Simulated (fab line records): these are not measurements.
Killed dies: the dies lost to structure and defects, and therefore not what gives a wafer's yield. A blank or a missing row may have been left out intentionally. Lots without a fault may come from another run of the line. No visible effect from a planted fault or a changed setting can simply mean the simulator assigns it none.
fab line records	flow n5Finfet
record lots=7	wafers=21	lastDay=18
route steps=1938 shown DUMMY_GATE@229 BEOL_M4@1111 PASSIVATION@1936
lots that met no fault: taken from a fault-free run of the same line
startH: hours from the record's first day to the start of the lot's first wafer shown	waitH: hours since the lot's step before	" identical to the entry in the row above	L1.1+2: a single row standing in for several wafers	- either no value or no given start	* or withheld: withheld	< > ~ a bound
route shown NAME@n: names a module that has steps shown in the file, with the first one's number in the route	usual: mean and standard deviation over wafers with no fault	same: alike in all rows	chamber/n: place in a boat	sites: readings site by site	_std_site: their standard deviation	_edge_site: inner sites' mean taken away from outer sites' mean	radiusMm: how far each site lies from the wafer's centre	mask NAME#n: copy n	behind: the tool/chamber that last shaped the wafer	hold: what put the lot on hold/how long, in hours/how the hold closed	device: transistor that didn't switch, given as n, p or np	end of line: tests run on the same wafers once the route is complete	where a step has no rows: the recipe by itself	killed: count of dies lost to structure and defects at first sort (not the wafer's yield)	map: a wafer's dies, x killed, . not, _ none there
set.NAME: the setting that was run; set.NAME@STEP: the one run at that earlier step	model.NAME: the simulator's own value behind a step, which no gauge read
lots at some steps of the route; a table a step, a row a wafer
services: the hour from which a tool's chamber was out of use, counted from the record's first day as startH (under 0 if before that day), plus the number of hours and why
## steps
# step N5_DUMMY_GATE_PEB_13
# recipe pebTempC=100	pebTimeS=60	resist=CAR-EUV
# step N5_DUMMY_GATE_DEVELOP_14
# recipe developTimeS=30	developer=TMAH	resist=CAR-EUV	rinseLiquid=surfactantRinse	dry=airSpin	devTempC=23
# step N5_DUMMY_GATE_CD_MEAS_15
# recipe targetCdNm=25.8	landingEnergyEv=500	detector=seInlens
# usual cdNm=24.98/0.21
lot.wafer	tool	chamber	startH	waitH	cdNm
L505.2	cdSem-01	0	82.69	-	24.88
L505.5	"	0	"	"	25.04
L505.6	"	0	"	"	24.82
L506.3	cdSem-01	0	89.39	-	25.06
L506.4	"	0	"	"	25.01
L506.5	"	0	"	"	24.70
L507.1	cdSem-03	0	95.00	-	24.99
L507.3	"	0	"	"	25.06
L507.6	"	0	"	"	25.05
L516.2	cdSem-02	0	148.11	-	25.05
L516.3	"	0	"	"	25.07
L516.6	"	0	"	"	24.99
L518.1	cdSem-01	0	161.23	-	24.83
L518.2	"	0	"	"	25.22
L518.4	"	0	"	"	25.02
L520.1	cdSem-01	0	177.23	-	25.21
L520.3	"	0	"	"	25.20
L520.5	"	0	"	"	25.41
L522.1	cdSem-02	0	189.16	-	24.79
L522.3	"	0	"	"	24.79
L522.6	"	0	"	"	24.92
# step N5_DUMMY_GATE_OVL_MEAS_16
# recipe pointsPerWafer=522
# usual GATE_OVL=-0.2/0.76
lot.wafer	tool	chamber	startH	waitH	GATE_OVL[nm]
L505.2	overlay-01	0	82.73	0.0	-1.1
L505.5	"	0	"	"	-0.7
L505.6	"	0	"	"	-0.4
L506.3	overlay-01	0	89.43	0.0	-0.2
L506.4	"	0	"	"	-0.1
L506.5	"	0	"	"	-0.9
L507.1	overlay-02	0	95.05	0.0	-0.1
L507.3	"	0	"	"	0.3
L507.6	"	0	"	"	-0.3
L516.2	overlay-02	0	148.16	0.0	-0.3
L516.3	"	0	"	"	-1.5
L516.6	"	0	"	"	-1.0
L518.1	overlay-01	0	161.28	0.0	1.5
L518.2	"	0	"	"	0.3
L518.4	"	0	"	"	0.7
L520.1	overlay-01	0	177.27	0.0	0.3
L520.3	"	0	"	"	0.3
L520.5	"	0	"	"	0.3
L522.1	overlay-01	0	189.20	0.0	-0.3
L522.3	"	0	"	"	-0.7
L522.6	"	0	"	"	-0.7
# step N5_DUMMY_GATE_INSPECT_17
# recipe mode=adi	inspectInstrument=brightfield
# usual rawDefectCount=207/51
lot.wafer	tool	chamber	startH	waitH	rawDefectCount
L505.2	defectInspect-01	-	82.78	0.0	215
L505.5	"	-	"	"	159
L505.6	"	-	"	"	187
L506.3	defectInspect-02	-	89.48	0.0	165
L506.4	"	-	"	"	223
L506.5	"	-	"	"	160
L507.1	defectInspect-02	-	95.11	0.1	227
L507.3	"	-	"	"	286
L507.6	"	-	"	"	244
L516.2	defectInspect-02	-	148.21	0.0	175
L516.3	"	-	"	"	197
L516.6	"	-	"	"	255
L518.1	defectInspect-01	-	161.34	0.1	197
L518.2	"	-	"	"	249
L518.4	"	-	"	"	213
L520.1	defectInspect-01	-	177.33	0.1	151
L520.3	"	-	"	"	180
L520.5	"	-	"	"	129
L522.1	defectInspect-02	-	189.26	0.1	237
L522.3	"	-	"	"	198
L522.6	"	-	"	"	191
# step N5_DUMMY_GATE_DESCUM_20
# recipe chemistry=O2	timeS=6.2	sourcePowerW=50	biasPowerW=20	pressureMtorr=20	rfFrequencyHz=2.712e+07	tempC=40	resist=CAR-EUV	o2FlowSccm=225
# usual drypumpMotorCurrentA=5.86/0.3	oesProductAu=0.80/0.091	rfVppV=243.7/1	showerheadPlenumPTorr=2.13/0.039	throttleValvePct=20.41/0.23
lot.wafer	tool	chamber	startH	waitH	drypumpMotorCurrentA	oesProductAu	rfHoursCounterH	rfVppV	showerheadPlenumPTorr	throttleValvePct
L505.2	rieDiel-05	0	83.20	0.4	6.09	0.93	16	243.5	2.15	20.53
L505.5	"	3	"	"	6.02	0.73	-	243.7	2.17	20.40
L505.6	"	2	"	"	5.49	0.87	-	243.6	2.14	20.33
L506.3	rieDiel-01	2	89.51	0.0	5.48	0.71	182	244.0	2.17	20.71
L506.4	"	3	"	"	5.79	0.83	90	242.1	2.03	20.64
L506.5	"	2	"	"	5.49	0.71	-	242.6	2.17	20.70
L507.1	rieDiel-05	0	95.14	0.0	6.13	0.92	18	243.9	2.14	20.54
L507.3	"	2	"	"	5.48	0.86	40	244.0	2.14	20.35
L507.6	"	2	"	"	5.47	0.85	-	244.6	2.13	20.33
L516.2	rieDiel-05	0	148.31	0.1	6.06	0.89	33	244.1	2.14	20.57
L516.3	"	3	"	"	6.02	0.71	212	244.5	2.17	20.43
L516.6	"	2	"	"	5.49	0.84	-	244.5	2.13	20.36
L518.1	rieDiel-05	0	161.37	0.0	6.07	0.89	37	243.9	2.14	20.57
L518.2	"	3	"	"	6.03	0.70	215	243.6	2.16	20.44
L518.4	"	2	"	"	5.47	0.83	58	243.5	2.13	20.38
L520.1	rieDiel-01	2	177.37	0.0	5.49	0.68	210	243.4	2.16	20.74
L520.3	"	3	"	"	5.77	0.79	116	240.4	2.02	20.65
L520.5	"	1	"	"	5.91	0.69	-	243.5	2.06	20.38
L522.1	rieDiel-05	0	189.30	0.0	6.08	0.88	43	242.7	2.14	20.58
L522.3	"	2	"	"	5.49	0.82	65	243.9	2.13	20.36
L522.6	"	3	"	"	6.03	0.70	-	244.6	2.16	20.45
# step N5_DUMMY_GATE_ETCH_29
# recipe chemistry=N2/H2	target=underlayer	targetDepthA=130	ionEnergyEv=200	pressureMtorr=30	sourceW=840	biasW=150	n2FlowSccm=200	h2FlowSccm=200
# usual drypumpMotorCurrentA=5.87/0.3	n2FlowSccm=200.1/0.6	oesProductAu=0.81/0.092	rfVppV=524.9/1.4	showerheadPlenumPTorr=2.58/0.044	throttleValvePct=17.86/0.25
lot.wafer	tool	chamber	startH	waitH	drypumpMotorCurrentA	n2FlowSccm	oesProductAu	rfHoursCounterH	rfVppV	showerheadPlenumPTorr	throttleValvePct
L505.2	rieDiel-05	0	83.27	0.0	6.07	200.7	0.94	16	525.2	2.60	17.93
L505.5	"	3	"	"	6.02	200.0	0.72	-	526.1	2.64	17.91
L505.6	"	2	"	"	5.49	200.2	0.85	-	525.4	2.60	17.74
L506.3	rieDiel-01	2	89.58	0.0	5.51	201.0	0.71	182	526.1	2.64	18.18
L506.4	"	3	"	"	5.80	199.5	0.82	90	523.3	2.47	18.09
L506.5	"	2	"	"	5.48	200.6	0.71	-	527.2	2.64	18.17
L507.1	rieDiel-05	0	95.20	0.0	6.08	200.1	0.93	18	525.3	2.60	17.93
L507.3	"	2	"	"	5.48	199.1	0.85	40	526.3	2.59	17.75
L507.6	"	2	"	"	5.49	199.4	0.86	-	526.0	2.59	17.74
L516.2	rieDiel-05	0	148.38	0.0	6.10	200.9	0.91	33	524.1	2.59	17.96
L516.3	"	3	"	"	6.04	199.7	0.71	212	528.3	2.63	17.92
L516.6	"	2	"	"	5.49	200.0	0.83	-	525.7	2.59	17.78
L518.1	rieDiel-05	0	161.44	0.0	6.05	200.0	0.89	37	524.7	2.59	17.97
L518.2	"	3	"	"	6.05	200.0	0.71	215	526.5	2.63	17.94
L518.4	"	2	"	"	5.49	200.2	0.83	58	524.0	2.59	17.80
L520.1	rieDiel-01	2	177.43	0.0	5.47	200.3	0.68	210	525.9	2.63	18.22
L520.3	"	3	"	"	5.79	200.3	0.79	116	521.5	2.46	18.14
L520.5	"	1	"	"	5.93	200.4	0.68	-	523.5	2.51	17.88
L522.1	rieDiel-05	0	189.36	0.0	6.02	201.4	0.88	43	524.2	2.59	17.97
L522.3	"	2	"	"	5.48	200.7	0.82	65	524.1	2.58	17.81
L522.6	"	3	"	"	6.02	201.4	0.71	-	526.8	2.63	17.96
# step N5_DUMMY_GATE_ETCH_36
# recipe chemistry=CF4	target=SiARC	targetDepthA=130	pressureMtorr=40	sourceW=545	biasW=36	Ar_flow_sccm=100	cf4FlowSccm=100	ionEnergyEv=80
# usual drypumpMotorCurrentA=5.86/0.3	oesProductAu=0.81/0.094	rfVppV=184.5/0.88	showerheadPlenumPTorr=2.17/0.034	throttleValvePct=15.58/0.23
lot.wafer	tool	chamber	startH	waitH	drypumpMotorCurrentA	oesProductAu	rfHoursCounterH	rfVppV	showerheadPlenumPTorr	throttleValvePct
L505.2	rieDiel-05	0	83.31	0.0	6.08	0.94	16	185.6	2.19	15.61
L505.5	"	3	"	"	6.02	0.72	-	185.5	2.21	15.57
L505.6	"	2	"	"	5.46	0.85	-	184.1	2.17	15.39
L506.3	rieDiel-01	2	89.62	0.0	5.47	0.70	182	186.7	2.22	15.88
L506.4	"	3	"	"	5.75	0.82	90	184.2	2.08	15.79
L506.5	"	2	"	"	5.47	0.71	-	185.7	2.22	15.90
L507.1	rieDiel-05	0	95.24	0.0	6.12	0.95	18	185.2	2.19	15.61
L507.3	"	2	"	"	5.48	0.86	40	182.6	2.17	15.41
L507.6	"	2	"	"	5.47	0.86	-	185.0	2.17	15.41
L516.2	rieDiel-05	0	148.42	0.0	6.04	0.91	33	184.8	2.18	15.65
L516.3	"	3	"	"	6.02	0.71	212	185.9	2.20	15.62
L516.6	"	2	"	"	5.47	0.83	-	184.3	2.17	15.42
L518.1	rieDiel-05	0	161.48	0.0	6.08	0.90	37	185.1	2.18	15.66
L518.2	"	3	"	"	6.03	0.70	215	185.2	2.20	15.60
L518.4	"	2	"	"	5.50	0.83	58	183.7	2.17	15.45
L520.1	rieDiel-01	2	177.47	0.0	5.50	0.69	210	185.2	2.21	15.95
L520.3	"	3	"	"	5.78	0.80	116	184.7	2.07	15.84
L520.5	"	1	"	"	5.90	0.69	-	183.7	2.12	15.73
L522.1	rieDiel-05	0	189.40	0.0	6.09	0.88	43	185.2	2.18	15.66
L522.3	"	2	"	"	5.49	0.82	65	184.4	2.16	15.46
L522.6	"	3	"	"	6.02	0.69	-	184.3	2.20	15.63
# step N5_DUMMY_GATE_ETCH_37
# recipe chemistry=N2/H2	target=SOC	targetDepthA=600	overetchA=300	tempC=40	ionEnergyEv=200	pressureMtorr=30	sourceW=840	biasW=150	n2FlowSccm=200	h2FlowSccm=200
# usual drypumpMotorCurrentA=5.9/0.3	n2FlowSccm=200.0/0.63	oesProductAu=0.63/0.07	rfVppV=525.0/1.6	showerheadPlenumPTorr=2.58/0.044	throttleValvePct=17.79/0.25
lot.wafer	tool	chamber	startH	waitH	drypumpMotorCurrentA	n2FlowSccm	oesProductAu	rfHoursCounterH	rfVppV	showerheadPlenumPTorr	throttleValvePct
L505.2	rieDiel-05	0	83.35	0.0	6.1	200.6	0.72	16	525.5	2.60	17.87
L505.5	"	3	"	"	6.0	200.0	0.57	-	526.2	2.64	17.85
L505.6	"	2	"	"	5.5	199.3	0.68	-	525.7	2.60	17.69
L506.3	rieDiel-01	2	89.66	0.0	5.5	200.6	0.57	182	527.7	2.64	18.12
L506.4	"	3	"	"	5.8	199.8	0.64	90	521.1	2.47	18.02
L506.5	"	2	"	"	5.5	199.3	0.56	-	525.7	2.64	18.10
L507.1	rieDiel-05	0	95.28	0.0	6.1	199.8	0.73	18	525.1	2.60	17.88
L507.3	"	2	"	"	5.5	200.6	0.68	40	524.8	2.59	17.68
L507.6	"	2	"	"	5.5	200.9	0.69	-	525.1	2.59	17.68
L516.2	rieDiel-05	0	148.46	0.0	6.1	198.6	0.70	33	525.2	2.59	17.88
L516.3	"	3	"	"	6.0	198.8	0.57	212	526.7	2.63	17.87
L516.6	"	2	"	"	5.5	199.8	0.66	-	524.7	2.59	17.70
L518.1	rieDiel-05	0	161.52	0.0	6.1	198.8	0.70	37	523.9	2.59	17.88
L518.2	"	3	"	"	6.0	200.3	0.56	215	526.4	2.63	17.86
L518.4	"	2	"	"	5.5	200.5	0.66	58	525.1	2.59	17.71
L520.1	rieDiel-01	2	177.51	0.0	5.5	200.7	0.55	210	526.6	2.62	18.16
L520.3	"	3	"	"	5.8	200.9	0.63	116	521.6	2.46	18.08
L520.5	"	1	"	"	5.9	200.0	0.54	-	522.2	2.51	17.79
L522.1	rieDiel-05	0	189.44	0.0	6.1	200.8	0.69	43	525.5	2.59	17.90
L522.3	"	2	"	"	5.5	199.6	0.65	65	525.0	2.58	17.71
L522.6	"	3	"	"	6.0	199.5	0.56	-	526.8	2.63	17.87
# step N5_DUMMY_GATE_STRIP_38
# recipe chemistry=N2/H2	tempC=40	n2FlowSccm=200	h2FlowSccm=200	rfFrequencyHz=6e+07
# step N5_DUMMY_GATE_STRIP_39
# recipe chemistry=N2/H2	tempC=40	n2FlowSccm=200	h2FlowSccm=200	rfFrequencyHz=6e+07
# step N5_DUMMY_GATE_TRIM_49
# recipe chemistry=O2	resist=SOC	timeS=29	targetCdNm=14	sourcePowerW=300	biasPowerW=0	O2_flow_sccm=100	tempC=20
# usual drypumpMotorCurrentA=5.7/0.46	oesProductAu=1.004/0.014	throttleValvePct=8.16/0.12
lot.wafer	tool	chamber	startH	waitH	drypumpMotorCurrentA	oesProductAu	rfHoursCounterH	throttleValvePct
L505.2	rieSi-03	3	83.43	0.0	6.4	1.018	6	8.22
L505.5	"	1	"	"	5.5	1.018	-	7.94
L505.6	"	0	"	"	5.6	1.012	-	8.10
L506.3	rieSi-04	1	89.74	0.0	6.4	0.999	128	8.20
L506.4	"	3	"	"	5.9	0.981	85	8.03
L506.5	"	1	"	"	6.4	1.004	-	8.19
L507.1	rieSi-04	2	95.37	0.0	5.2	0.990	74	8.17
L507.3	"	0	"	"	6.0	0.992	66	8.15
L507.6	"	1	"	"	6.4	1.003	-	8.18
L516.2	rieSi-04	2	148.54	0.0	5.2	0.986	74	8.16
L516.3	"	1	"	"	6.4	0.992	129	8.20
L516.6	"	2	"	"	5.2	0.992	-	8.19
L518.1	rieSi-04	3	161.60	0.0	5.9	0.960	86	8.05
L518.2	"	2	"	"	5.2	0.989	75	8.17
L518.4	"	1	"	"	6.4	0.999	129	8.20
L520.1	rieSi-03	1	177.59	0.0	5.5	1.014	155	7.97
L520.3	"	2	"	"	5.1	0.998	95	8.21
L520.5	"	1	"	"	5.5	1.020	-	7.94
L522.1	rieSi-03	1	189.52	0.0	5.5	1.018	155	7.94
L522.3	"	3	"	"	6.4	1.010	8	8.22
L522.6	"	1	"	"	5.5	1.016	-	7.95
# step N5_DUMMY_GATE_STRIP_40
# recipe chemistry=CF4	resist=SiARC	powerW=300	biasPowerW=75	pressureMtorr=50	cf4FlowSccm=150	rfFrequencyHz=6e+07
# usual biasPowerW=75.03/0.23	cf4FlowSccm=150.0/0.45	drypumpMotorCurrentA=5.9/0.34	oesProductAu=0.77/0.075	rfVppV=271.6/1.2	showerheadPlenumPTorr=1.818/0.027	throttleValvePct=13.58/0.23
lot.wafer	tool	chamber	startH	waitH	biasPowerW	cf4FlowSccm	drypumpMotorCurrentA	oesProductAu	rfHoursCounterH	rfVppV	showerheadPlenumPTorr	throttleValvePct	model.SiARC_of_DUMMY_GATE_COAT_35.thkNm
L505.2	rieDiel-01	3	83.64	0.2	-	-	-	-	-	-	-	-	4.8
L505.5	"	1	"	"	-	-	-	-	-	-	-	-	5
L505.6	"	0	"	"	-	-	-	-	-	-	-	-	5
L506.3	rieDiel-05	2	89.84	0.1	-	-	-	-	-	-	-	-	4.8
L506.4	"	3	"	"	-	-	-	-	-	-	-	-	4.8
L506.5	"	0	"	"	-	-	-	-	-	-	-	-	4.8
L507.1	rieDiel-02	3	95.46	0.1	-	-	-	-	-	-	-	-	4.8
L507.3	"	2	"	"	-	-	-	-	-	-	-	-	4.8
L507.6	"	2	"	"	-	-	-	-	-	-	-	-	4.8
L516.2	rieDiel-05	0	148.74	0.2	75.50	149.6	6.1	0.88	33	272.1	1.828	13.57	0
L516.3	"	2	"	"	75.32	149.7	5.5	0.82	54	270.1	1.814	13.37	0
L516.6	"	3	"	"	75.24	150.3	6.0	0.70	-	272.5	1.837	13.58	0
L518.1	rieDiel-05	3	161.70	0.1	74.94	150.2	6.0	0.71	216	273.8	1.837	13.61	0
L518.2	"	1	"	"	74.61	150.0	5.9	0.88	33	271.7	1.828	13.21	0
L518.4	"	2	"	"	75.16	150.9	5.5	0.82	58	272.6	1.813	13.38	0
L520.1	rieDiel-02	0	177.69	0.1	74.97	149.9	5.5	0.80	79	271.5	1.815	13.49	0
L520.3	"	3	"	"	75.30	149.9	5.6	0.74	148	273.0	1.802	13.42	0
L520.5	"	0	"	"	75.30	149.9	5.5	0.79	-	271.5	1.816	13.50	0
L522.1	rieDiel-02	1	189.62	0.1	74.71	149.6	6.3	0.72	177	271.8	1.793	13.88	0
L522.3	"	2	"	"	75.41	150.2	6.3	0.93	9	272.7	1.831	13.49	0
L522.6	"	0	"	"	74.91	150.5	5.5	0.80	-	271.0	1.815	13.50	0
# step N5_DUMMY_GATE_CD_MEAS_50
# recipe targetCdNm=14
# usual cdNm=14.0/0.3
lot.wafer	tool	chamber	startH	waitH	cdNm
L505.2	cdSem-03	-	83.69	0.0	13.8
L505.5	"	-	"	"	13.9
L505.6	"	-	"	"	14.0
L506.3	cdSem-02	-	89.89	0.0	14.1
L506.4	"	-	"	"	14.1
L506.5	"	-	"	"	14.2
L507.1	cdSem-03	-	95.51	0.0	13.9
L507.3	"	-	"	"	13.6
L507.6	"	-	"	"	13.8
L516.2	cdSem-01	-	148.80	0.0	13.6
L516.3	"	-	"	"	14.0
L516.6	"	-	"	"	14.3
L518.1	cdSem-03	-	161.75	0.0	14.1
L518.2	"	-	"	"	13.9
L518.4	"	-	"	"	14.3
L520.1	cdSem-02	-	177.74	0.0	13.9
L520.3	"	-	"	"	14.4
L520.5	"	-	"	"	13.8
L522.1	cdSem-01	-	189.67	0.0	13.3
L522.3	"	-	"	"	14.0
L522.6	"	-	"	"	13.7
# step N5_BEOL_M4_RC_MEAS_101
# usual DIBL_N=36.4/1.4	DIBL_P=36.3/1.8	IOFF_N=0.163/0.024	IOFF_P=0.21/0.034	ION_N=673/11	ION_P=461/7.4	SS_N=71.6/0.52	SS_P=73.3/0.58	VT_N=249.4/2.5	VT_P=-250/3.5
lot.wafer	tool	chamber	startH	waitH	DIBL_N[mV/V]	DIBL_P[mV/V]	IOFF_N[nA/um]	IOFF_P[nA/um]	ION_N[uA/um]	ION_P[uA/um]	SS_N[mV/dec]	SS_P[mV/dec]	VT_N[mV]	VT_P[mV]
L505.2	prober-01	0	199.24	0.2	37.7	37.1	0.166	0.25	669	464	71.9	73.7	249.5	-245
L505.5	"	0	"	"	38.9	37.6	0.185	0.28	674	470	72.0	73.3	250.3	-243
L505.6	"	0	"	"	35.7	33.9	0.130	0.19	660	456	71.1	72.2	253.4	-252
L506.3	prober-01	0	209.68	0.3	35.8	37.3	0.170	0.23	674	460	71.6	73.3	250.7	-249
L506.4	"	0	"	"	34.4	35.1	0.139	0.18	665	459	72.3	72.9	252.4	-252
L506.5	"	0	"	"	34.8	35.1	0.148	0.18	653	452	72.1	73.4	255.3	-253
L507.1	prober-02	0	212.28	0.0	35.1	36.5	0.148	0.23	663	463	71.6	73.5	250.2	-251
L507.3	"	0	"	"	35.9	36.8	0.160	0.24	678	469	71.8	74.0	249.4	-247
L507.6	"	0	"	"	35.7	36.5	0.161	0.23	669	465	72.0	73.3	250.6	-249
L516.2	prober-01	0	266.76	0.2	35.9	36.8	0.161	0.21	685	467	71.5	73.3	248.3	-249
L516.3	"	0	"	"	35.8	36.6	0.169	0.20	693	466	70.8	72.5	246.7	-248
L516.6	"	0	"	"	35.4	35.5	0.153	0.19	673	458	70.7	72.3	248.1	-251
L518.1	prober-02	0	283.19	0.0	37.8	37.7	0.169	0.22	681	460	71.9	73.9	251.2	-252
L518.2	"	0	"	"	37.1	37.0	0.157	0.20	681	460	71.5	73.7	251.3	-251
L518.4	"	0	"	"	35.8	35.7	0.136	0.18	669	460	70.8	73.6	252.2	-252
L520.1	prober-02	0	303.08	0.0	36.6	37.1	0.174	0.23	684	471	71.2	73.2	246.6	-247
L520.3	"	0	"	"	34.5	33.6	0.128	0.18	667	461	70.7	71.8	250.9	-250
L520.5	"	0	"	"	37.4	37.7	0.185	0.24	687	471	71.4	72.7	246.8	-248
L522.1	prober-01	0	305.94	0.0	40.2	38.5	0.211	0.29	689	475	72.2	73.4	247.9	-243
L522.3	"	0	"	"	39.1	37.0	0.180	0.26	666	461	72.6	73.1	249.2	-245
L522.6	"	0	"	"	40.0	37.8	0.204	0.29	683	471	72.2	74.0	246.8	-245
# step N5_PASSIVATION_PROBE_49
# usual defectLimitedYield=91.4/1.6	killed_at_M0_to_M3=34/12	killed_at_M4_up=13/5.2	killedAtContacts=11/5.5	killedAtFrontEnd=40/13	killedAtOther=3.4/2.7	killedDies=102/19	killedOpen=66/15	killedShort=33/7.9	sort_bin_5_function=5.1/1.1	sort_bin_6_memory=3.2/0.7	sortNPass=1078/19	sortYieldPct=91.4/1.6
# same grossDies=1180	killedAtBackSide=0	sort_bin_4_leakage[%]=0	sort_bin_8_speed[%]=0
lot.wafer	tool	chamber	startH	waitH	defectLimitedYield[%]	killed_at_M0_to_M3	killed_at_M4_up	killedAtContacts	killedAtFrontEnd	killedAtOther	killedDies	killedOpen	killedShort	sort_bin_5_function[%]	sort_bin_6_memory[%]	sortNPass	sortYieldPct[%]
L505.5	prober-01	-	310.98	0.2	92.4	31	16	5	37	1	90	62	28	5.0	2.3	1090	92.4
L505.6	prober-01	-	311.03	0.3	92.7	31	17	9	26	3	86	65	21	4.4	2.8	1094	92.7
L507.3	prober-02	-	311.31	0.1	91.7	25	18	8	34	13	98	65	30	4.4	3.6	1082	91.7
L507.6	prober-02	-	311.46	0.3	94.4	18	18	6	18	6	66	42	18	3.2	2.2	1114	94.4
L506.3	prober-01	-	320.04	0.1	91.3	30	13	5	53	2	103	63	35	5.3	3.0	1077	91.3
L506.4	prober-01	-	320.09	0.2	90.7	47	12	10	41	0	110	69	37	6.2	3.1	1070	90.7
L506.5	prober-01	-	320.14	0.2	92.5	29	13	1	44	2	89	57	29	5.1	2.2	1091	92.5
# killed by level:class
L505.5 BEOL_M4:geometricParticle:open=14 BEOL_M3:geometricParticle:open=10 FIN_SAQP:geometricParticle:open=9 FIN_SAQP:geometricParticle:short=7 STARTING-WAFER:geometricParticle:short=6 BEOL_M2:geometricParticle:open=5 STI_FIN_REVEAL:geometricParticle:open=4 MOL_CONTACT_COAG:geometricParticle:open=4
L505.6 BEOL_M3:geometricParticle:open=12 FIN_SAQP:geometricParticle:open=7 MOL_CONTACT_COAG:geometricParticle:open=7 BEOL_M4:geometricParticle:open=7 BEOL_M0_SAQP:geometricParticle:open=6 BEOL_M2:geometricParticle:open=5 FIN_SAQP:geometricParticle:short=4 BEOL_M0_SAQP:geometricParticle:short=4
L507.3 STI_FIN_REVEAL:geometricParticle:open=8 MOL_CONTACT_COAG:geometricParticle:open=8 BEOL_M0_SAQP:geometricParticle:open=7 FIN_SAQP:geometricParticle:short=5 BEOL_M0_SAQP:geometricParticle:short=5 BEOL_M1:geometricParticle:open=5 BEOL_M6:geometricParticle:open=5 MIM_TOP:geometricParticle:open=5
L507.6 BEOL_M0_SAQP:geometricParticle:open=7 BEOL_M4:geometricParticle:open=6 MOL_CONTACT_COAG:geometricParticle:open=5 FIN_SAQP:geometricParticle:open=4 DUMMY_GATE:geometricParticle:open=4 BEOL_M0_SAQP:geometricParticle:short=4 STI_FIN_REVEAL:geometricParticle:open=3 GATE_CUT:geometricParticle:short=3
L506.3 GATE_CUT:geometricParticle:short=10 BEOL_M0_SAQP:geometricParticle:short=10 FIN_SAQP:geometricParticle:short=7 BEOL_M0_SAQP:geometricParticle:open=7 BEOL_M1:geometricParticle:open=7 STI_FIN_REVEAL:geometricParticle:open=6 DUMMY_GATE:geometricParticle:open=6 ILD0:geometricParticle:open=5
L506.4 BEOL_M0_SAQP:geometricParticle:short=16 BEOL_M0_SAQP:geometricParticle:open=10 BEOL_M1:geometricParticle:open=10 MOL_CONTACT_COAG:geometricParticle:open=9 DUMMY_GATE:geometricParticle:open=8 FIN_SAQP:geometricParticle:short=7 GATE_CUT:geometricParticle:open=7 BEOL_M0:geometricParticle:open=4
L506.5 BEOL_M1:geometricParticle:open=11 DUMMY_GATE:geometricParticle:open=8 STARTING-WAFER:geometricParticle:open=7 FIN_SAQP:geometricParticle:short=6 BEOL_M0_SAQP:geometricParticle:open=6 STI_FIN_REVEAL:geometricParticle:open=5 BEOL_M0_SAQP:geometricParticle:short=5 STI_FIN_REVEAL:geometricParticle:short=4
## services
tool	chamber	startH	hours	kind
rieDiel-05	0	72.95	3.1	repair
rieDiel-01	-	73.88	0.1	repair
rieDiel-05	3	94.96	1.2	repair
rieSi-03	2	96.45	3.6	repair
rieSi-03	2	101.51	6.0	repair
rieSi-03	1	123.48	29.9	repair
rieDiel-02	2	138.40	-	clean
rieDiel-02	2	138.40	-	consumableReplace:focusRing
rieDiel-02	2	138.40	25.0	scheduledDown
rieDiel-02	2	138.40	25.0	ventCycle
rieDiel-01	3	147.65	1.5	repair
rieSi-04	-	167.44	0.4	repair
rieSi-03	0	183.21	-	clean
rieSi-03	0	183.21	20.6	scheduledDown
rieSi-03	0	183.21	20.6	ventCycle
## key
firstSign step=N5_DUMMY_GATE_STRIP_40	reading=toolRecord	direction=missing
effect none on later readings
modelEffect step=N5_DUMMY_GATE_STRIP_40	value=SiARC_of_DUMMY_GATE_COAT_35.thkNm	without=0	struck=4.844
metAt N5_DUMMY_GATE_STRIP_40
struckWafers L505.2,L505.5,L505.6,L506.3,L506.4,L506.5,L507.1,L507.3,L507.6
fault kind=skippedStepWhole	tool=rieDiel-01,rieDiel-02,rieDiel-05	chamber=-	onsetH=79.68	steps=N5_DUMMY_GATE_STRIP_40	scope=struckLotsOnly
